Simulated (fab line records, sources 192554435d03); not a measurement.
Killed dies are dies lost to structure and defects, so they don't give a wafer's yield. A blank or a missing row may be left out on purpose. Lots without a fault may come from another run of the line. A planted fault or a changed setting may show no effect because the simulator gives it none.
Which tool did it? | flow n5_finfet | 24 lots, 72 wafers sampled, at 6 steps of a route of 1938

WHAT THE GAUGES READ, wafer by wafer
N5_BEOL_M1_THK_MEAS_53: measures by xrf. Usual: M1_THK 39.7 nm, standard deviation 1.6.
lot  | measured     | on            | M1_THK (nm)    | flag
L074 | day 6 11:19  | film_metro-02 | 41.7 42.3 41.3 |
L075 | day 6 14:34  | film_metro-02 | 38.8 39.1 40.7 |
L076 | day 6 19:18  | film_metro-01 | 37.2 39.7 39.1 |
L077 | day 7 05:14  | film_metro-02 | 38.7 39.8 39.5 |
L078 | day 7 11:41  | film_metro-01 | 40.5 39.8 42.5 |
L080 | day 7 20:17  | film_metro-02 | 39.1 39.3 38.7 |
L079 | day 8 00:50  | film_metro-02 | 38.8 37.2 37.7 |
L081 | day 8 04:03  | film_metro-01 | 37.3 39.5 38.8 |
L082 | day 8 15:28  | film_metro-02 | 38.8 38.6 38.1 |
L083 | day 8 17:17  | film_metro-01 | 39.9 38.7 39.6 |
L084 | day 8 22:33  | film_metro-02 | 36.4 38.0 39.1 |
L085 | day 9 10:19  | film_metro-01 | 37.6 39.3 41.4 |
L086 | day 9 13:08  | film_metro-01 | 38.0 40.2 39.4 |
L087 | day 9 16:32  | film_metro-01 | 38.6 39.5 38.3 |
L089 | day 10 01:04 | film_metro-01 | 37.6 37.4 38.7 |
L088 | day 10 13:11 | film_metro-01 | 37.3 40.4 41.6 |
L090 | day 10 16:02 | film_metro-02 | 41.3 40.4 43.0 |
L091 | day 10 19:37 | film_metro-02 | 41.0 43.3 42.9 |
L092 | day 10 22:12 | film_metro-02 | 40.1 42.5 43.1 |
L093 | day 11 00:56 | film_metro-02 | 40.7 39.4 39.9 |
L094 | day 11 04:31 | film_metro-02 | 39.6 41.0 40.1 |
L095 | day 11 12:14 | film_metro-01 | 40.4 38.0 41.1 |
L096 | day 12 09:41 | film_metro-02 | 40.2 39.5 43.1 |
L097 | day 12 06:50 | film_metro-02 | 38.7 37.8 39.0 |

WHICH TOOL RAN EACH LOT (tool, then ch and the chambers of the sampled wafers, then the start)
lot  | N5_BEOL_M0_ETCH_109                | N5_BEOL_M0_DEP_125              | N5_BEOL_M1_ETCH_41                            | N5_BEOL_M1_SPUTTER_48        | N5_BEOL_M1_SPUTTER_86
L074 | rie_diel-05 ch 1,2,3, day 5 22:29  | pecvd-04 ch 1,2, day 6 01:02    | rie_diel-01 ch 0,1, day 6 08:47 or earlier    | pvd_sputter-03, day 6 08:47  | pvd_sputter-03, day 6 09:26
L075 | rie_diel-04 ch 0,3, day 6 02:29    | pecvd-02 ch 1,2, day 6 05:05    | rie_diel-06 ch 0,2,3, day 6 12:01 or earlier  | pvd_sputter-01, day 6 12:01  | pvd_sputter-01, day 6 12:41
L076 | rie_diel-04 ch 1,2,3, day 6 06:56  | pecvd-02 ch 0,1, day 6 10:30    | rie_diel-06 ch 0,1, day 6 16:45 or earlier    | pvd_sputter-02, day 6 16:45  | pvd_sputter-02, day 6 17:25
L077 | rie_diel-03 ch 0,2, day 6 15:35    | pecvd-02 ch 0,1,2, day 6 18:23  | rie_diel-01 ch 1,2,3, day 7 02:23 or earlier  | pvd_sputter-02, day 7 02:23  | pvd_sputter-02, day 7 03:03
L078 | rie_diel-05 ch 0,1,3, day 6 16:40  | pecvd-03 ch 0,2, day 6 20:44    | rie_diel-06 ch 0,1,2, day 7 09:08 or earlier  | pvd_sputter-01, day 7 09:08  | pvd_sputter-01, day 7 09:47
L080 | rie_diel-04 ch 0,1,2, day 7 05:04  | pecvd-03 ch 1,2, day 7 08:20    | rie_diel-01 ch 0,1,3, day 7 17:40 or earlier  | pvd_sputter-01, day 7 17:40  | pvd_sputter-01, day 7 18:19
L079 | rie_diel-03 ch 2,3, day 7 09:16    | pecvd-04 ch 0,2, day 7 12:41    | rie_diel-01 ch 0,1, day 7 22:17 or earlier    | pvd_sputter-03, day 7 22:17  | pvd_sputter-03, day 7 22:56
L081 | rie_diel-04 ch 0,1,3, day 7 15:56  | pecvd-03 ch 1,2, day 7 19:38    | rie_diel-06 ch 1,3, day 8 01:29 or earlier    | pvd_sputter-03, day 8 01:29  | pvd_sputter-03, day 8 02:08
L082 | rie_diel-03 ch 0,3, day 8 00:58    | pecvd-04 ch 0,2, day 8 04:31    | rie_diel-01 ch 1,2,3, day 8 12:55 or earlier  | pvd_sputter-01, day 8 12:55  | pvd_sputter-01, day 8 13:35
L083 | rie_diel-05 ch 1,2,3, day 8 03:56  | pecvd-02 ch 0,1, day 8 06:12    | rie_diel-02 ch 0,2,3, day 8 14:44 or earlier  | pvd_sputter-03, day 8 14:44  | pvd_sputter-03, day 8 15:24
L084 | rie_diel-04 ch 1,3, day 8 11:14    | pecvd-03 ch 0,1,2, day 8 14:52  | rie_diel-06 ch 0,3, day 8 20:00 or earlier    | pvd_sputter-02, day 8 20:00  | pvd_sputter-02, day 8 20:40
L085 | rie_diel-03 ch 0,1,3, day 8 19:45  | pecvd-03 ch 0,1,2, day 8 21:52  | rie_diel-02 ch 0,2,3, day 9 07:45 or earlier  | pvd_sputter-02, day 9 07:45  | pvd_sputter-02, day 9 08:25
L086 | rie_diel-03 ch 1,2, day 8 22:06    | pecvd-03 ch 1,2, day 9 02:14    | rie_diel-06 ch 1,2,3, day 9 10:35 or earlier  | pvd_sputter-02, day 9 10:35  | pvd_sputter-02, day 9 11:15
L087 | rie_diel-03 ch 0,1,2, day 9 05:18  | pecvd-03 ch 0,2, day 9 08:16    | rie_diel-01 ch 0,1, day 9 13:58 or earlier    | pvd_sputter-01, day 9 13:58  | pvd_sputter-01, day 9 14:38
L089 | rie_diel-03 ch 0,2,3, day 9 14:32  | pecvd-03 ch 0,1, day 9 17:25    | rie_diel-06 ch 1,2,3, day 9 22:31 or earlier  | pvd_sputter-01, day 9 22:31  | pvd_sputter-01, day 9 23:11
L088 | rie_diel-04 ch 0,1,3, day 9 14:42  | pecvd-02 ch 1,2, day 9 18:05    | rie_diel-01 ch 0,1,3, day 10 10:38 or earlier | pvd_sputter-01, day 10 10:38 | pvd_sputter-01, day 10 11:17
L090 | rie_diel-05 ch 0,2, day 9 18:19    | pecvd-03 ch 0,1, day 9 22:16    | rie_diel-06 ch 0,2,3, day 10 13:29 or earlier | pvd_sputter-02, day 10 13:29 | pvd_sputter-02, day 10 14:09
L091 | rie_diel-05 ch 0,3, day 10 08:47   | pecvd-02 ch 0,1,2, day 10 12:20 | rie_diel-06 ch 0,2,3, day 10 17:04 or earlier | pvd_sputter-03, day 10 17:04 | pvd_sputter-03, day 10 17:44
L092 | rie_diel-03 ch 1,2,3, day 10 12:49 | pecvd-04 ch 1,2, day 10 15:17   | rie_diel-06 ch 1,3, day 10 19:38 or earlier   | pvd_sputter-01, day 10 19:38 | pvd_sputter-01, day 10 20:18
L093 | rie_diel-04 ch 2,3, day 10 12:55   | pecvd-03 ch 0,1,2, day 10 16:41 | rie_diel-02 ch 0,2, day 10 22:23 or earlier   | pvd_sputter-01, day 10 22:23 | pvd_sputter-01, day 10 23:02
L094 | rie_diel-04 ch 0,1,3, day 10 17:34 | pecvd-02 ch 0,1, day 10 20:27   | rie_diel-02 ch 1,2,3, day 11 01:56 or earlier | pvd_sputter-03, day 11 01:56 | pvd_sputter-03, day 11 02:36
L095 | rie_diel-05 ch 0,1,3, day 10 21:47 | pecvd-03 ch 0,1,2, day 11 02:05 | rie_diel-02 ch 1,2, day 11 09:31 or earlier   | pvd_sputter-02, day 11 09:31 | pvd_sputter-02, day 11 10:10
L096 | rie_diel-03 ch 0,1,3, day 11 10:52 | pecvd-02 ch 1,2, day 11 15:16   | rie_diel-01 ch 1,2,3, day 12 06:13 or earlier | pvd_sputter-02, day 12 06:13 | pvd_sputter-02, day 12 06:52
L097 | rie_diel-04 ch 1,2,3, day 11 13:56 | pecvd-03 ch 0,1, day 11 16:59   | rie_diel-02 ch 0,1,3, day 12 04:13 or earlier | pvd_sputter-02, day 12 04:13 | pvd_sputter-02, day 12 04:52
- N5_BEOL_M0_ETCH_109: etches SiCN in CH3F/O2, target depth 8 nm, overetch 2.4 nm, time 27.4 s.
- N5_BEOL_M0_DEP_125: deposits SiCN from 3MS/NH3, target thk 8 nm, time 14 s.
- N5_BEOL_M1_ETCH_41: etches SiCN in CH3F/O2, target depth 31.9 nm, time 57.8 s.
- N5_BEOL_M1_SPUTTER_48: material Cu, target thk 4.5 nm, time 8.29 s.
- N5_BEOL_M1_SPUTTER_86: material Cu, target thk 4.5 nm, time 8.29 s.

WHAT THE TOOLS THEMSELVES READ (means of the sampled wafers that have a number; where no wafer has one, the mark that the record gives instead)
N5_BEOL_M0_ETCH_109. Usual: bias_w 75.03 W, standard deviation 0.22; drypump_motor_current_A 6.0 A, standard deviation 0.4; oes_product_au 0.68 a.u., standard deviation 0.082; rf_vpp_V 297.4 V, standard deviation 1.3; showerhead_plenum_p_Torr 2.00 Torr, standard deviation 0.055; throttle_valve_pct 16.37 %, standard deviation 0.27.
lot  | tool        | bias_w (W) | drypump_motor_current_A (A) | oes_product_au (a.u.) | rf_vpp_V (V) | showerhead_plenum_p_Torr (Torr) | throttle_valve_pct (%) | flag
L074 | rie_diel-05 | 75.08      | 6.2                         | 0.65                  | 297.4        | 2.00                            | 16.46                  |
L075 | rie_diel-04 | 75.02      | 6.0                         | 0.58                  | 295.8        | 1.95                            | 16.62                  |
L076 | rie_diel-04 | 75.12      | 5.9                         | 0.60                  | 296.3        | 1.95                            | 16.46                  |
L077 | rie_diel-03 | 74.96      | 5.7                         | 0.69                  | 297.6        | 2.04                            | 16.54                  |
L078 | rie_diel-05 | 74.98      | 6.2                         | 0.65                  | 296.8        | 2.00                            | 16.46                  |
L080 | rie_diel-04 | 74.88      | 5.6                         | 0.59                  | 297.7        | 2.01                            | 16.36                  |
L079 | rie_diel-03 | 74.89      | 5.7                         | 0.64                  | 297.5        | 2.05                            | 16.62                  |
L081 | rie_diel-04 | 75.02      | 5.9                         | 0.59                  | 296.9        | 1.98                            | 16.48                  |
L082 | rie_diel-03 | 75.14      | 6.1                         | 0.70                  | 298.0        | 2.02                            | 16.28                  |
L083 | rie_diel-05 | 74.73      | 6.2                         | 0.63                  | 297.7        | 1.99                            | 16.51                  |
L084 | rie_diel-04 | 74.97      | 6.2                         | 0.59                  | 296.1        | 1.92                            | 16.63                  |
L085 | rie_diel-03 | 75.09      | 6.2                         | 0.72                  | 297.0        | 2.00                            | 16.36                  |
L086 | rie_diel-03 | 75.15      | 6.2                         | 0.72                  | 297.4        | 1.99                            | 16.55                  |
L087 | rie_diel-03 | 75.08      | 5.9                         | 0.70                  | 298.4        | 2.01                            | 16.58                  |
L089 | rie_diel-03 | 74.95      | 5.9                         | 0.66                  | 298.6        | 2.03                            | 16.51                  |
L088 | rie_diel-04 | 74.97      | 5.9                         | 0.75                  | 297.8        | 2.06                            | 16.19                  |
L090 | rie_diel-05 | 75.23      | 6.2                         | 0.69                  | 296.8        | 1.94                            | 16.07                  |
L091 | rie_diel-05 | 74.92      | 6.1                         | 0.64                  | 297.7        | 2.02                            | 16.52                  |
L092 | rie_diel-03 | 74.97      | 6.1                         | 0.68                  | 298.2        | 2.00                            | 16.52                  |
L093 | rie_diel-04 | 75.11      | 6.0                         | 0.79                  | 298.5        | 2.07                            | 16.19                  |
L094 | rie_diel-04 | 74.81      | 5.9                         | 0.73                  | 298.4        | 2.05                            | 16.22                  |
L095 | rie_diel-05 | 75.17      | 6.2                         | 0.68                  | 297.3        | 1.99                            | 16.37                  |
L096 | rie_diel-03 | 75.10      | 6.2                         | 0.70                  | 296.7        | 1.99                            | 16.39                  |
L097 | rie_diel-04 | 74.99      | 6.0                         | 0.70                  | 298.2        | 2.02                            | 16.23                  |

N5_BEOL_M0_DEP_125. Usual: showerhead_plenum_p_Torr 3.666 Torr, standard deviation 0.018; showerhead_vpp_V 899 V, standard deviation 53; throttle_valve_pct 8.9 %, standard deviation 0.69.
lot  | tool     | showerhead_plenum_p_Torr (Torr) | showerhead_vpp_V (V) | throttle_valve_pct (%) | flag
L074 | pecvd-04 | 3.653                           | 851                  | 8.6                    |
L075 | pecvd-02 | 3.645                           | 890                  | 8.5                    |
L076 | pecvd-02 | 3.670                           | 919                  | 9.4                    |
L077 | pecvd-02 | 3.655                           | 905                  | 9.0                    |
L078 | pecvd-03 | 3.685                           | 855                  | 9.7                    |
L080 | pecvd-03 | 3.668                           | 956                  | 8.5                    |
L079 | pecvd-04 | 3.657                           | 884                  | 8.6                    |
L081 | pecvd-03 | 3.667                           | 939                  | 8.5                    |
L082 | pecvd-04 | 3.654                           | 872                  | 8.5                    |
L083 | pecvd-02 | 3.654                           | 916                  | 9.1                    |
L084 | pecvd-03 | 3.677                           | 900                  | 8.8                    |
L085 | pecvd-03 | 3.670                           | 899                  | 8.9                    |
L086 | pecvd-03 | 3.658                           | 902                  | 8.9                    |
L087 | pecvd-03 | 3.677                           | 863                  | 9.8                    |
L089 | pecvd-03 | 3.685                           | 937                  | 8.6                    |
L088 | pecvd-02 | 3.652                           | 909                  | 8.6                    |
L090 | pecvd-03 | 3.681                           | 906                  | 9.1                    |
L091 | pecvd-02 | 3.656                           | 904                  | 9.0                    |
L092 | pecvd-04 | 3.660                           | 840                  | 9.0                    |
L093 | pecvd-03 | 3.675                           | 901                  | 8.6                    |
L094 | pecvd-02 | 3.658                           | 919                  | 9.1                    |
L095 | pecvd-03 | 3.678                           | 908                  | 8.7                    |
L096 | pecvd-02 | 3.655                           | 888                  | 8.6                    |
L097 | pecvd-03 | 3.686                           | 902                  | 9.2                    |

N5_BEOL_M1_ETCH_41. Usual: bias_w 75.00 W, standard deviation 0.23; drypump_motor_current_A 5.4 A, standard deviation 0.49; oes_product_au 0.75 a.u., standard deviation 0.055; rf_vpp_V 296.4 V, standard deviation 1.7; showerhead_plenum_p_Torr 1.96 Torr, standard deviation 0.071; throttle_valve_pct 16.31 %, standard deviation 0.18.
lot  | tool        | bias_w (W) | drypump_motor_current_A (A) | oes_product_au (a.u.) | rf_vpp_V (V) | showerhead_plenum_p_Torr (Torr) | throttle_valve_pct (%) | flag
L074 | rie_diel-01 | 75.04      | 4.9                         | 0.75                  | 296.7        | 2.01                            | 16.41                  |
L075 | rie_diel-06 | 75.00      | 5.4                         | 0.72                  | 295.0        | 1.95                            | 16.38                  |
L076 | rie_diel-06 | 75.11      | 5.4                         | 0.75                  | 297.3        | 1.98                            | 16.51                  |
L077 | rie_diel-01 | 74.71      | 5.6                         | 0.72                  | 297.2        | 2.02                            | 16.38                  |
L078 | rie_diel-06 | 74.99      | 5.1                         | 0.75                  | 295.9        | 1.95                            | 16.42                  |
L080 | rie_diel-01 | 74.90      | 5.3                         | 0.74                  | 296.7        | 1.97                            | 16.38                  |
L079 | rie_diel-01 | 75.05      | 5.2                         | 0.77                  | 295.7        | 1.93                            | 16.27                  |
L081 | rie_diel-06 | 74.86      | 5.4                         | 0.71                  | 295.4        | 1.90                            | 16.31                  |
L082 | rie_diel-01 | 75.16      | 5.6                         | 0.71                  | 297.2        | 2.02                            | 16.40                  |
L083 | rie_diel-02 | 75.03      | 5.4                         | 0.79                  | 296.9        | 2.01                            | 16.16                  |
L084 | rie_diel-06 | 75.00      | 5.5                         | 0.71                  | 295.8        | 1.96                            | 16.52                  |
L085 | rie_diel-02 | 75.13      | 5.4                         | 0.80                  | 297.5        | 2.01                            | 16.17                  |
L086 | rie_diel-06 | 74.97      | 5.2                         | 0.72                  | 295.3        | 1.91                            | 16.34                  |
L087 | rie_diel-01 | 74.79      | 4.9                         | 0.73                  | 297.0        | 2.00                            | 16.45                  |
L089 | rie_diel-06 | 74.89      | 5.2                         | 0.72                  | 295.5        | 1.91                            | 16.33                  |
L088 | rie_diel-01 | 75.00      | 5.3                         | 0.72                  | 295.9        | 1.97                            | 16.40                  |
L090 | rie_diel-06 | 75.04      | 5.4                         | 0.70                  | 296.1        | 1.94                            | 16.44                  |
L091 | rie_diel-06 | 75.25      | 5.4                         | 0.71                  | 296.0        | 1.94                            | 16.45                  |
L092 | rie_diel-06 | 75.01      | 5.1                         | 0.73                  | 295.4        | 1.91                            | 16.36                  |
L093 | rie_diel-02 | 74.89      | 5.1                         | 0.78                  | 297.1        | 1.98                            | 16.18                  |
L094 | rie_diel-02 | 75.06      | 5.8                         | 0.76                  | 295.7        | 1.94                            | 16.24                  |
L095 | rie_diel-02 | 74.94      | 5.5                         | 0.74                  | 295.8        | 1.91                            | 16.24                  |
L096 | rie_diel-01 | 75.13      | 5.6                         | 0.80                  | 296.8        | 2.01                            | 16.28                  |
L097 | rie_diel-02 | 75.07      | 5.8                         | 0.78                  | 297.8        | 2.01                            | 16.17                  |

N5_BEOL_M1_SPUTTER_48. Usual: throttle_valve_pct 29.6 %, standard deviation 1.2.
lot  | tool           | throttle_valve_pct (%) | flag
L074 | pvd_sputter-03 | 29.3                   |
L075 | pvd_sputter-01 | 29.5                   |
L076 | pvd_sputter-02 | 30.3                   |
L077 | pvd_sputter-02 | 28.6                   |
L078 | pvd_sputter-01 | 30.0                   |
L080 | pvd_sputter-01 | 28.9                   |
L079 | pvd_sputter-03 | 30.4                   |
L081 | pvd_sputter-03 | 30.2                   |
L082 | pvd_sputter-01 | 29.5                   |
L083 | pvd_sputter-03 | 29.5                   |
L084 | pvd_sputter-02 | 30.0                   |
L085 | pvd_sputter-02 | 29.5                   |
L086 | pvd_sputter-02 | 29.4                   |
L087 | pvd_sputter-01 | 28.8                   |
L089 | pvd_sputter-01 | 28.9                   |
L088 | pvd_sputter-01 | 28.7                   |
L090 | pvd_sputter-02 | 30.2                   |
L091 | pvd_sputter-03 | 31.1                   |
L092 | pvd_sputter-01 | 29.1                   |
L093 | pvd_sputter-01 | 28.6                   |
L094 | pvd_sputter-03 | 30.1                   |
L095 | pvd_sputter-02 | 29.0                   |
L096 | pvd_sputter-02 | 29.1                   |
L097 | pvd_sputter-02 | 29.5                   |

N5_BEOL_M1_SPUTTER_86. Usual: throttle_valve_pct 29.5 %, standard deviation 1.2.
lot  | tool           | throttle_valve_pct (%) | flag
L074 | pvd_sputter-03 | 29.0                   |
L075 | pvd_sputter-01 | 29.6                   |
L076 | pvd_sputter-02 | 30.3                   |
L077 | pvd_sputter-02 | 28.6                   |
L078 | pvd_sputter-01 | 30.0                   |
L080 | pvd_sputter-01 | 28.8                   |
L079 | pvd_sputter-03 | 30.4                   |
L081 | pvd_sputter-03 | 30.0                   |
L082 | pvd_sputter-01 | 29.5                   |
L083 | pvd_sputter-03 | 29.5                   |
L084 | pvd_sputter-02 | 29.7                   |
L085 | pvd_sputter-02 | 29.4                   |
L086 | pvd_sputter-02 | 29.3                   |
L087 | pvd_sputter-01 | 28.9                   |
L089 | pvd_sputter-01 | 28.8                   |
L088 | pvd_sputter-01 | 28.8                   |
L090 | pvd_sputter-02 | 30.2                   |
L091 | pvd_sputter-03 | 30.7                   |
L092 | pvd_sputter-01 | 28.8                   |
L093 | pvd_sputter-01 | 28.7                   |
L094 | pvd_sputter-03 | 30.2                   |
L095 | pvd_sputter-02 | 29.2                   |
L096 | pvd_sputter-02 | 29.1                   |
L097 | pvd_sputter-02 | 29.3                   |

THE ANSWER, worked out from the rows above alone
Rule: a lot is off if the mean of its wafers that have a number lies more than 3 standard deviations from the usual mean. A lot without any number at a reading at which 4 lots or more have one is off too. The other lots that the step has rows for count as sound. The gauges are gone through in route order, then the tools' own readings, and for those a lot's mean is taken as printed above. The first step at which some lot is off is used, and at that step the reading that is off furthest; a lot without a number counts as furthest.
No lot is off at any reading shown: from this, nothing can be told.

WHAT THE SIMULATOR HAD PUT IN
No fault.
